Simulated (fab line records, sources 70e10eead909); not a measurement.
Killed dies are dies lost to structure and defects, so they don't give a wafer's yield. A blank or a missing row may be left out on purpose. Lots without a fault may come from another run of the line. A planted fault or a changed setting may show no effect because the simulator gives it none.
Which tool did it? | flow nand_harc | 6 lots, 18 wafers sampled, at 5 steps of a route of 1159

WHAT THE GAUGES READ, wafer by wafer
NHARC_END_SORT_01.
lot  | measured     | on        | defect_limited_yield (%)
L984 | day 19 16:14 | prober-02 | 95.1 96.6 96.8
L997 | day 22 12:19 | prober-01 | 91.6 91.6 91.6
L100 | day 23 17:22 | prober-01 | 96.9 96.3 97.6

WHICH TOOL RAN EACH LOT (tool, then ch and the chambers of the sampled wafers, then the start)
lot  | NHARC_A_CONTACT_ETCH_49                       | NHARC_A_CONTACT_ETCH_113             | NHARC_A_CONTACT_ETCH_123             | NHARC_A_CONTACT_DEP_57
L984 | rie_diel-03 ch 2,3, day 16 20:09 or earlier   | har_cap_etch-03 ch 0,1, day 16 20:09 | har_cap_etch-03 ch 0,1, day 16 21:06 | acl_dep-01 ch 0, day 16 23:20
L986 | rie_diel-03 ch 0,1,3, day 17 02:42 or earlier | har_cap_etch-02 ch 0,1, day 17 02:42 | har_cap_etch-02 ch 0,1, day 17 03:51 | acl_dep-02 ch 0, day 17 05:50
L989 | rie_diel-10 ch 0,2,3, day 18 10:40 or earlier | har_cap_etch-03 ch 0,1, day 18 10:40 | har_cap_etch-03 ch 0,1, day 18 11:34 | acl_dep-02, day 18 13:23
L997 | rie_diel-10 ch 0,1,2, day 19 18:22 or earlier | har_cap_etch-02 ch 0,1, day 19 18:22 | har_cap_etch-02 ch 0,1, day 19 19:19 | acl_dep-02 ch 0, day 19 21:06
L100 | rie_diel-10 ch 0,3, day 20 17:54 or earlier   | har_cap_etch-01 ch 0,1, day 20 17:54 | har_cap_etch-01 ch 0,1, day 20 18:53 | acl_dep-03 ch 0, day 20 23:09
L102 | rie_diel-10 ch 1,2,3, day 21 00:47 or earlier | har_cap_etch-01 ch 0,1, day 21 00:47 | har_cap_etch-01 ch 0,1, day 21 01:42 | acl_dep-02 ch 0, day 21 03:29
- NHARC_A_CONTACT_ETCH_49: etches the open film in N2/H2, target depth 260 nm, time 475.3 s.
- NHARC_A_CONTACT_ETCH_113: etches the open film in C4F8/O2/Ar, time 94 s, target depth 922 nm.
- NHARC_A_CONTACT_ETCH_123: etches the open film in C4F8/O2/Ar, time 253 s, target depth 1090 nm.
- NHARC_A_CONTACT_DEP_57: deposits aC, target thk 2800 nm.

THE ANSWER, worked out from the rows above alone
Rule: what is usual is taken from the lots themselves. Put in order of their means at a reading, lots are off if they are a third of the lots or fewer, leave a main group of 4 or more, and stand apart from it by a gap of 3 or more times the standard deviation of the main group's means; of several such gaps the widest counts. A main group whose means are all the same, to the digits that the tables above print for the reading, isn't used. A lot without any number at a reading at which 4 lots or more have one is off too. The other lots that the step has rows for count as sound.
No lot is off at any reading shown: from this, nothing can be told.

WHAT THE SIMULATOR HAD PUT IN
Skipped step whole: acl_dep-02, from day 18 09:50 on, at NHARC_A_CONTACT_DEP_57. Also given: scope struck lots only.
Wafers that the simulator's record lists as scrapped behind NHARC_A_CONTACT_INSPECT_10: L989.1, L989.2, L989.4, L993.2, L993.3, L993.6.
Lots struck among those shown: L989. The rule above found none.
